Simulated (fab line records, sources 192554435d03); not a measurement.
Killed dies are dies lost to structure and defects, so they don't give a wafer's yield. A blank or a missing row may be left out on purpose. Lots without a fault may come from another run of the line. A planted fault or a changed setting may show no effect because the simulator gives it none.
Chamber matching | flow n5_finfet | N5_BEOL_M5_ETCH_62 on rie_diel-04: 4 sister chambers
The step etches SOC in N2/H2, target depth 75 nm, overetch 15 nm, time 112.5 s. 4 wafers are shown with their chamber, then 9 later ones without.

WAFERS WITH THEIR CHAMBER
wafer  | chamber | showerhead_plenum_p_Torr (Torr)
L078.6 | 3       | 2.41
L084.2 | 2       | 2.60
L084.3 | 0       | 2.60
L084.6 | 1       | 2.47

WAFERS WITHOUT THEIR CHAMBER
wafer  | showerhead_plenum_p_Torr (Torr)
L088.2 | 2.46
L088.3 | 2.60
L088.5 | 2.40
L091.2 | 2.46
L091.4 | 2.60
L091.5 | 2.40
L094.2 | 2.60
L094.3 | 2.46
L094.5 | 2.60

WHICH CHAMBER EACH WENT THROUGH
wafer  | from the rows above     | in truth
L088.2 | 1                       | 1
L088.3 | can't be placed: 0 or 2 | 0
L088.5 | 3                       | 3
L091.2 | 1                       | 1
L091.4 | can't be placed: 0 or 2 | 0
L091.5 | 3                       | 3
L094.2 | can't be placed: 0 or 2 | 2
L094.3 | 1                       | 1
L094.5 | can't be placed: 0 or 2 | 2
Placed correctly: 5 of 9. Can't be placed from these rows: 4 (the true chamber is among the candidates in 4). Placed wrongly: 0.
How it was worked out, from the rows above alone: a wafer's distance from a chamber is the root of the sum, over the readings, of the square of ((its reading less the chamber's mean) divided by the reading's scatter). The wafer belongs to the nearest chamber; if the next one is less than 2 further off, it can't be placed. A chamber's mean is the mean of its shown wafers. The scatter: with one shown wafer a chamber, the root of the mean of the squares of how far each hidden wafer lies from its nearest shown one.
